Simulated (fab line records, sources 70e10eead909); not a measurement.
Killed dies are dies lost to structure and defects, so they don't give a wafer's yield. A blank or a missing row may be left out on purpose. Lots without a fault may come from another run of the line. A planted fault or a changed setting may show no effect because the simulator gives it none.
fab line records | flow nand_harc
record lots=6 wafers=18 last_day=33
route steps=1302 shown A_BONDPAD@1217 END@1302
lots that met no fault: from a run of the same line without faults
start_h: hours from the record's first day to the start of the lot's first wafer shown | wait_h: hours since the lot's step before | " the same as in the row above | L1.1+2: a row that stands for several wafers | - no value, or no start given | * or withheld: withheld | < > ~ a bound
route shown NAME@n: a module of which the file shows steps, and the number in the route of the first | usual: mean/standard deviation of fault-free wafers | same: alike in all rows | chamber/n: place in a boat | sites: the reading at each site | _std_site: their standard deviation | _edge_site: outer sites' mean less inner sites' | radius_mm: how far each site lies from the wafer's centre | mask NAME#n: copy n | behind: the tool/chamber that last shaped the wafer | hold: why the lot was held/for how many hours/how that ended | device: the transistor (n, p or np) that didn't switch | end of line: the same wafers' tests at the end of the route | a step without rows: its recipe alone | killed: dies lost to structure and defects at the first sort, not the wafer's yield | map: a wafer's dies, x killed, . not, _ none there
set.NAME: the setting as run; set.NAME@STEP: as run at that earlier step | model.NAME: the simulator's own value behind a step, which no gauge read
lots at some steps of the route; a table a step, a row a wafer
services: from which hour (start_h, from the record's first day; less than 0 if before it) a tool's chamber was out of use, for how many hours, and why
## steps
# step NHARC_A_BONDPAD_HARDBAKE_10
# recipe temp_c=118 time_s=65
# step NHARC_A_BONDPAD_DESCUM_11
# recipe time_s=3 o2_flow_sccm=200 ar_flow_sccm=0 bias_power_w=0 chemistry=O2
# step NHARC_A_BONDPAD_ETCH_34
# recipe target_depth_a=600 overetch_a=180 time_s=65.91 ion_energy_ev=200 n2_flow_sccm=150 h2_flow_sccm=150 ar_flow_sccm=0 rf_w=400 bias_w=150 chemistry=N2/H2
# usual drypump_motor_current_A=5.6/0.39 oes_product_au=0.997/0.013 rf_vpp_V=431/3.5 showerhead_plenum_p_Torr=2.06/0.12 throttle_valve_pct=14.170/0.0092
# columns lot.wafer tool chamber start_h wait_h drypump_motor_current_A oes_product_au rf_hours_counter_h rf_vpp_V showerhead_plenum_p_Torr throttle_valve_pct
L850.4 rie_diel-12 3 541.58 0.1 5.7 1.031 2 434 2.21 14.180
L850.2 " 1 " " 5.6 0.997 3 434 2.17 14.157
L850.6 " 0 " " 6.2 0.997 - 428 1.98 14.177
L855.4 rie_diel-02 0 608.45 0.1 5.7 0.998 10 434 2.15 14.158
L855.2 " 1 " " 6.1 1.012 7 430 2.02 14.173
L855.1 " 2 " " 6.0 0.997 7 429 1.95 14.172
L857.1 rie_diel-12 1 611.40 0.1 5.6 0.991 5 434 2.17 14.168
L857.4 " 0 " " 6.2 0.990 - 428 1.98 14.170
L857.5 " 1 " " 5.6 0.984 - 434 2.17 14.187
L872.3 rie_diel-12 0 754.66 0.1 6.2 0.966 4 428 1.98 14.169
L872.2 " 1 " " 5.6 0.987 4 433 2.17 14.170
L872.5 " 3 " " 5.7 0.974 - 435 2.20 14.169
L871.4 rie_diel-12 0 757.21 0.1 6.2 0.974 4 429 1.98 14.169
L871.2 " 1 " " 5.6 0.992 4 432 2.17 14.166
L871.6 " 1 " " 5.6 0.983 - 434 2.17 14.169
L873.2 rie_diel-06 2 757.91 0.1 5.8 1.006 12 430 2.01 14.160
L873.5 " 3 " " 5.1 0.998 - 428 1.95 14.168
L873.6 " 0 " " 5.8 0.991 - 437 2.20 14.180
# step NHARC_A_BONDPAD_ETCH_12
# recipe target_depth_a=2200 time_s=110 chf3_flow_sccm=50 o2_flow_sccm=10 ar_flow_sccm=200 rf_w=500 bias_w=200 chemistry=CHF3/O2
# step NHARC_A_BONDPAD_CD_MEAS_13
# usual cd_nm=501/3
# columns lot.wafer tool chamber start_h wait_h cd_nm
L850.2 cd_sem-01 - 541.81 - 497
L850.4 " - " " 497
L850.6 " - " " 500
L855.1 cd_sem-02 - 608.68 - 503
L855.2 " - " " 506
L855.4 " - " " 501
L857.1 cd_sem-02 - 611.66 - 504
L857.4 " - " " 501
L857.5 " - " " 499
L872.2 cd_sem-01 - 754.89 - 498
L872.3 " - " " 498
L872.5 " - " " 499
L871.2 cd_sem-02 - 757.45 - 502
L871.4 " - " " 505
L871.6 " - " " 503
L873.2 cd_sem-02 - 758.12 - 504
L873.5 " - " " 500
L873.6 " - " " 500
# step NHARC_A_BONDPAD_STRIP_15
# recipe o2_flow_sccm=500 ar_flow_sccm=0 bias_w=0 chemistry=O2
# step NHARC_A_BONDPAD_ETCH_24
# recipe target_depth_a=300 over_etch_frac=0.3 time_s=72.99 ion_energy_ev=150 cf4_flow_sccm=50 n2_flow_sccm=100 ar_flow_sccm=150 rf_w=300 bias_w=100 chemistry=CF4/N2
# usual drypump_motor_current_A=5.7/0.42 oes_product_au=0.998/0.013 rf_vpp_V=314.3/2.3 showerhead_plenum_p_Torr=2.64/0.14 throttle_valve_pct=19.795/0.0093
# columns lot.wafer tool chamber start_h wait_h drypump_motor_current_A oes_product_au rf_hours_counter_h rf_vpp_V showerhead_plenum_p_Torr throttle_valve_pct
L850.2 rie_diel-06 0 - - 5.8 1.002 10 317.2 2.83 19.778
L850.4 " 1 " " 5.2 0.991 7 312.1 2.52 19.789
L850.6 " 3 " " 5.1 0.986 - 313.5 2.54 19.776
L855.1 rie_diel-12 2 - - 5.1 1.002 5 311.8 2.48 19.789
L855.4 " 0 " " 6.2 0.982 5 313.7 2.55 19.799
L855.2 " 1 " " 5.6 0.992 5 314.5 2.78 19.789
L857.4 rie_diel-06 2 - - 5.7 0.992 18 312.8 2.60 19.804
L857.1 " 3 " " 5.1 0.998 19 313.0 2.53 19.816
L857.5 " 1 " " 5.3 0.988 - 313.8 2.51 19.807
L872.3 rie_diel-06 3 - - 5.1 1.004 11 312.4 2.53 19.800
L872.2 " 0 " " 5.8 0.987 10 317.5 2.82 19.785
L872.5 " 0 " " 5.8 0.995 - 318.1 2.82 19.814
L871.2 rie_diel-12 0 - - 6.2 0.972 4 313.4 2.55 19.798
L871.4 " 1 " " 5.6 0.988 4 315.3 2.78 19.811
L871.6 " 0 " " 6.2 0.978 - 313.3 2.55 19.798
L873.2 rie_diel-12 0 - - 6.2 0.977 4 312.0 2.55 19.788
L873.5 " 2 " " 5.1 0.999 - 312.6 2.48 19.807
L873.6 " 3 " " 5.6 0.983 - 316.0 2.82 19.787
# step NHARC_A_BONDPAD_STRIP_16
# recipe time_s=600 temp_c=30 chemistry=post_etch_residue_remover
# step NHARC_A_BONDPAD_DEGAS_25
# recipe temp_c=300 time_s=60
# step NHARC_A_BONDPAD_PRE_CLEAN_26
# recipe time_s=30 temp_c=280 gas=H2/He
# usual heater_power_w=426/44
# columns lot.wafer tool chamber start_h wait_h heater_power_w
L850.4 pvd_sputter-02 - - - 421
L850.2 " - " " 409
L850.6 " - " " 474
L855.4 pvd_sputter-03 - - - 491
L855.2 " - " " 384
L855.1 " - " " 424
L857.4 pvd_sputter-03 - - - 517
L857.1 " - " " 422
L857.5 " - " " 401
L872.3 pvd_sputter-01 - - - 355
L872.2 " - " " 455
L872.5 " - " " 355
L871.2 pvd_sputter-02 - - - 438
L871.4 " - " " 378
L871.6 " - " " 485
L873.2 pvd_sputter-03 - - - 420
L873.5 " - " " 481
L873.6 " - " " 385
# step NHARC_A_BONDPAD_PVD_17
# recipe target_thk_a=50 bias_v=168.6 power_w=15000 chamber_pressure_pa=0.12 time_s=8.06 substrate_temp_c=50 material=TaN
# usual throttle_valve_pct=30.3/1.2
# columns lot.wafer tool chamber start_h wait_h throttle_valve_pct
L850.4 pvd_sputter-02 - - - 31.1
L850.2 " - " " 30.9
L850.6 " - " " 29.2
L855.4 pvd_sputter-03 - - - 28.6
L855.1 " - " " 30.2
L855.2 " - " " 29.9
L857.4 pvd_sputter-03 - - - 29.5
L857.1 " - " " 30.2
L857.5 " - " " 29.3
L872.2 pvd_sputter-01 - - - 29.6
L872.3 " - " " 29.9
L872.5 " - " " 28.5
L871.2 pvd_sputter-02 - - - 29.9
L871.4 " - " " 29.9
L871.6 " - " " 30.2
L873.2 pvd_sputter-03 - - - 30.0
L873.6 " - " " 30.6
L873.5 " - " " 29.3
# step NHARC_A_BONDPAD_PVD_27
# recipe target_thk_a=300 chamber_pressure_pa=5 power_w=5000 substrate_temp_c=30 time_s=20.49 material=Cu
# step NHARC_A_BONDPAD_ECD_18
# recipe target_thk_a=4000 bath_temp_c=25 material=Cu
# usual bath_heat_duty_pct=6.3/0.76 bath_temp_c=25.00/0.096
# columns lot.wafer tool chamber start_h wait_h bath_heat_duty_pct bath_temp_c
L850.2 ecd_cu-02 0 542.86 - 6.1 25.05
L850.4 " 1 " " 5.3 24.90
L850.6 " 1 " " 6.2 24.88
L855.2 ecd_cu-01 0 609.66 - 5.9 24.93
L855.1 " 1 " " 6.7 25.00
L855.4 " 0 " " 6.1 24.89
L857.1 ecd_cu-02 0 612.66 - 5.8 25.03
L857.4 " 1 " " 6.8 25.06
L857.5 " 1 " " 5.7 25.03
L872.2 ecd_cu-01 1 755.92 - - -
L872.3 " 1 " " - -
L872.5 " 0 " " - -
L871.2 ecd_cu-02 1 758.43 - - -
L871.4 " 0 " " - -
L871.6 " 1 " " - -
L873.2 ecd_cu-01 1 759.10 - 7.8 25.01
L873.5 " 1 " " 7.7 25.07
L873.6 " 0 " " 6.4 24.94
# step NHARC_A_BONDPAD_ANNEAL_28
# recipe temp_c=225 time_s=90
# step NHARC_A_BONDPAD_CMP_19
# recipe t_overpolish_s=30 cu_recess_touch_s=16 target_thk_nm=169.82
# usual motor_current_A=12.5/1.4 overpolish_run_s=29.999/0.0092
# columns lot.wafer tool chamber start_h wait_h motor_current_A overpolish_run_s
L850.2 cmp-02 3 543.64 - 12.5 30.016
L850.4 " 0 " " 11.9 30.006
L850.6 " 2 " " 11.9 30.004
L855.4 cmp-02 2 610.38 - 11.5 30.007
L855.1 " 3 " " 11.7 30.003
L855.2 " 0 " " 11.7 30.010
L857.1 cmp-04 1 613.43 - 15.8 29.984
L857.4 " 2 " " 13.6 29.988
L857.5 " 3 " " 11.2 30.002
L872.3 cmp-04 2 756.65 - 13.4 30.007
L872.2 " 3 " " 10.8 29.994
L872.5 " 1 " " 15.9 29.993
L871.2 cmp-02 3 759.17 - 12.2 29.997
L871.4 " 1 " " 13.3 29.985
L871.6 " 3 " " 12.3 30.004
L873.2 cmp-03 1 759.84 - 13.6 29.993
L873.5 " 0 " " 12.9 29.994
L873.6 " 1 " " 13.5 29.992
# step NHARC_A_BONDPAD_THK_MEAS_20
# recipe thk_meas_gauge=xrf
# usual thk_nm=169.3/1.6
# columns lot.wafer tool chamber start_h wait_h thk_nm
L850.2 film_metro-01 - 543.91 - 170.9
L850.4 " - " " 168.8
L850.6 " - " " 173.0
L855.1 film_metro-01 - 610.70 - 167.0
L855.2 " - " " 168.6
L855.4 " - " " 169.6
L857.1 film_metro-01 - 613.70 - 170.1
L857.4 " - " " 169.0
L857.5 " - " " 168.7
L872.2 film_metro-02 - 756.91 - 29.5
L872.3 " - " " 30.6
L872.5 " - " " 32.2
L871.2 film_metro-02 - 759.49 - 30.3
L871.4 " - " " 31.1
L871.6 " - " " 30.8
L873.2 film_metro-02 - 760.14 - 168.3
L873.5 " - " " 166.1
L873.6 " - " " 166.2
# step NHARC_A_BONDPAD_SRD_21
# recipe time_s=30 temp_c=23 dry_time_s=20 spin_rpm=1500
# step NHARC_END_SORT_01
# recipe temp_c=25
# usual defect_limited_yield=89.9/2.9 killed_at_array=64/20 killed_at_other=0.7/1.1 killed_at_periphery=3.6/2.7 killed_dies=68/20 killed_open=2.8/1.9 killed_short=2.3/1.5
# same gross_dies=677
# columns lot.wafer tool chamber start_h wait_h defect_limited_yield[%] killed_at_array killed_at_other killed_at_periphery killed_dies killed_open killed_short
L872.2 prober-01 0 785.68 2.8 0 675 0 2 677 5 1
L872.3 prober-01 0 786.47 3.1 0 676 0 1 677 1 2
L872.5 prober-01 0 788.05 3.7 0 671 2 4 677 5 3
L871.2 prober-02 0 785.72 2.8 0 675 0 2 677 1 1
L871.4 prober-02 0 787.33 3.4 0 671 0 6 677 2 4
L871.6 prober-02 0 788.94 4.0 0 674 0 3 677 3 3
# killed by level:class
L872.2 A_BONDPAD:area_ecd=618 A_CHANNEL_HOLE_D2:chamber_film_flake=26 A_CHANNEL_HOLE_D1:chamber_film_flake=12 A_CHANNEL_FILL_D1:chamber_film_flake=5 A_ONON_D1:geometric_particle:open=3 A_SLIT:chamber_film_flake=3 A_SGD_CUT:chamber_film_flake=2 A_M1:chamber_film_flake=2
L871.2 A_BONDPAD:area_ecd=629 A_CHANNEL_HOLE_D1:chamber_film_flake=15 A_SLIT:chamber_film_flake=12 A_STAIRCASE:chamber_film_flake=8 A_CONTACT:chamber_film_flake=8 A_DECK1_JOINT:chamber_film_flake=2 P_M0:geometric_particle:open=1 A_M0:geometric_particle:short=1
L872.3 A_BONDPAD:area_ecd=620 A_CHANNEL_HOLE_D2:chamber_film_flake=24 A_CHANNEL_HOLE_D1:chamber_film_flake=10 A_SLIT:chamber_film_flake=7 A_CHANNEL_FILL_D1:chamber_film_flake=5 A_STAIRCASE:chamber_film_flake=4 A_ONON_D1:geometric_particle:open=1 A_CHANNEL_HOLE_D1:geometric_particle:short=1
L871.4 A_BONDPAD:area_ecd=630 A_CHANNEL_HOLE_D1:chamber_film_flake=14 A_STAIRCASE:chamber_film_flake=8 A_SLIT:chamber_film_flake=8 P_ZERO_WELL:chamber_film_flake=5 A_CONTACT:chamber_film_flake=4 A_CHANNEL_FILL_D2:geometric_particle:open=2 A_CHANNEL_HOLE_D2:chamber_film_flake=2
L872.5 A_BONDPAD:area_ecd=612 A_CHANNEL_HOLE_D2:chamber_film_flake=28 A_SLIT:chamber_film_flake=11 A_CHANNEL_FILL_D1:chamber_film_flake=7 A_CHANNEL_HOLE_D1:chamber_film_flake=6 A_CHANNEL_FILL_D1:geometric_particle:open=2 A_WL_FILL:geometric_particle:open=2 STARTING-WAFER:geometric_particle:short=2
L871.6 A_BONDPAD:area_ecd=625 A_CHANNEL_HOLE_D1:chamber_film_flake=19 A_SLIT:chamber_film_flake=8 A_CONTACT:chamber_film_flake=6 A_STAIRCASE:chamber_film_flake=6 A_WL_FILL:geometric_particle:short=2 P_ZERO_WELL:chamber_film_flake=2 A_WL_FILL:chamber_film_flake=2
# map L871.2 (x killed, . not)
____________x____________
_________xxxxxxx_________
_______xxxxxxxxxxx_______
______xxxxxxxxxxxxx______
_____xxxxxxxxxxxxxxx_____
____xxxxxxxxxxxxxxxxx____
____xxxxxxxxxxxxxxxxx____
___xxxxxxxxxxxxxxxxxxx___
___xxxxxxxxxxxxxxxxxxx___
__xxxxxxxxxxxxxxxxxxxxx__
__xxxxxxxxxxxxxxxxxxxxx__
_xxxxxxxxxxxxxxxxxxxxxxx_
_xxxxxxxxxxxxxxxxxxxxxxx_
_xxxxxxxxxxxxxxxxxxxxxxx_
_xxxxxxxxxxxxxxxxxxxxxxx_
_xxxxxxxxxxxxxxxxxxxxxxx_
xxxxxxxxxxxxxxxxxxxxxxxxx
xxxxxxxxxxxxxxxxxxxxxxxxx
xxxxxxxxxxxxxxxxxxxxxxxxx
xxxxxxxxxxxxxxxxxxxxxxxxx
xxxxxxxxxxxxxxxxxxxxxxxxx
_xxxxxxxxxxxxxxxxxxxxxxx_
_xxxxxxxxxxxxxxxxxxxxxxx_
_xxxxxxxxxxxxxxxxxxxxxxx_
_xxxxxxxxxxxxxxxxxxxxxxx_
_xxxxxxxxxxxxxxxxxxxxxxx_
__xxxxxxxxxxxxxxxxxxxxx__
__xxxxxxxxxxxxxxxxxxxxx__
___xxxxxxxxxxxxxxxxxxx___
___xxxxxxxxxxxxxxxxxxx___
____xxxxxxxxxxxxxxxxx____
____xxxxxxxxxxxxxxxxx____
_____xxxxxxxxxxxxxxx_____
______xxxxxxxxxxxxx______
_______xxxxxxxxxxx_______
_________xxxxxxx_________
____________x____________
# map L872.2 (x killed, . not)
____________x____________
_________xxxxxxx_________
_______xxxxxxxxxxx_______
______xxxxxxxxxxxxx______
_____xxxxxxxxxxxxxxx_____
____xxxxxxxxxxxxxxxxx____
____xxxxxxxxxxxxxxxxx____
___xxxxxxxxxxxxxxxxxxx___
___xxxxxxxxxxxxxxxxxxx___
__xxxxxxxxxxxxxxxxxxxxx__
__xxxxxxxxxxxxxxxxxxxxx__
_xxxxxxxxxxxxxxxxxxxxxxx_
_xxxxxxxxxxxxxxxxxxxxxxx_
_xxxxxxxxxxxxxxxxxxxxxxx_
_xxxxxxxxxxxxxxxxxxxxxxx_
_xxxxxxxxxxxxxxxxxxxxxxx_
xxxxxxxxxxxxxxxxxxxxxxxxx
xxxxxxxxxxxxxxxxxxxxxxxxx
xxxxxxxxxxxxxxxxxxxxxxxxx
xxxxxxxxxxxxxxxxxxxxxxxxx
xxxxxxxxxxxxxxxxxxxxxxxxx
_xxxxxxxxxxxxxxxxxxxxxxx_
_xxxxxxxxxxxxxxxxxxxxxxx_
_xxxxxxxxxxxxxxxxxxxxxxx_
_xxxxxxxxxxxxxxxxxxxxxxx_
_xxxxxxxxxxxxxxxxxxxxxxx_
__xxxxxxxxxxxxxxxxxxxxx__
__xxxxxxxxxxxxxxxxxxxxx__
___xxxxxxxxxxxxxxxxxxx___
___xxxxxxxxxxxxxxxxxxx___
____xxxxxxxxxxxxxxxxx____
____xxxxxxxxxxxxxxxxx____
_____xxxxxxxxxxxxxxx_____
______xxxxxxxxxxxxx______
_______xxxxxxxxxxx_______
_________xxxxxxx_________
____________x____________
## services
# columns tool chamber start_h hours kind
cmp-02 - 526.50 4.0 pm
ecd_cu-01 - 541.73 1.9 repair
pvd_sputter-03 - 547.47 10.0 pm
rie_diel-06 2 550.43 13.4 repair
rie_diel-06 - 559.49 0.5 repair
rie_diel-12 1 574.03 8.2 repair
ecd_cu-02 - 596.00 8.0 pm
rie_diel-06 - 600.79 1.0 repair
cmp-02 - 606.85 1.7 repair
rie_diel-12 3 609.20 3.6 repair
rie_diel-12 - 622.51 9.0 pm
cmp-02 - 624.50 4.0 pm
cmp-02 - 632.51 0.6 repair
pvd_sputter-02 - 638.00 10.0 pm
rie_diel-06 - 666.76 9.0 pm
ecd_cu-02 - 674.50 4.6 repair
cmp-02 - 675.07 3.1 repair
rie_diel-12 2 679.42 5.0 repair
pvd_sputter-02 - 683.12 1.9 repair
rie_diel-12 0 694.36 9.4 repair
rie_diel-06 2 711.45 9.1 repair
rie_diel-12 - 724.40 0.4 repair
pvd_sputter-03 - 725.52 10.0 pm
rie_diel-12 1 733.48 2.0 repair
## key
first_sign step=NHARC_A_BONDPAD_ECD_18 reading=tool_record direction=missing
effect step=NHARC_A_BONDPAD_THK_MEAS_20 reading=thk_nm direction=down sigmas=88 usual=169.3 struck=30.7
effect step=NHARC_END_SORT_01 reading=defect_limited_yield direction=down sigmas=31 usual=89.9 struck=0
more_kills_born_at NHARC_A_BONDPAD_ECD_18@ecd_cu-02=1884 NHARC_A_BONDPAD_ECD_18@ecd_cu-01=1850
met_at NHARC_A_BONDPAD_ECD_18
struck_wafers L871.2,L871.4,L871.6,L872.2,L872.3,L872.5
later_rows_left_out L871.2,L871.4,L871.6,L872.2,L872.3,L872.5
onset_between 612.66 755.92
fault kind=skipped_step_whole tool=ecd_cu-01,ecd_cu-02 chamber=- onset_h=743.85 steps=NHARC_A_BONDPAD_ECD_18 scope=struck_lots_only
# later_rows_left_out: the simulator's readings of these wafers behind a module that went badly wrong aren't trusted and aren't shown, but for the sort
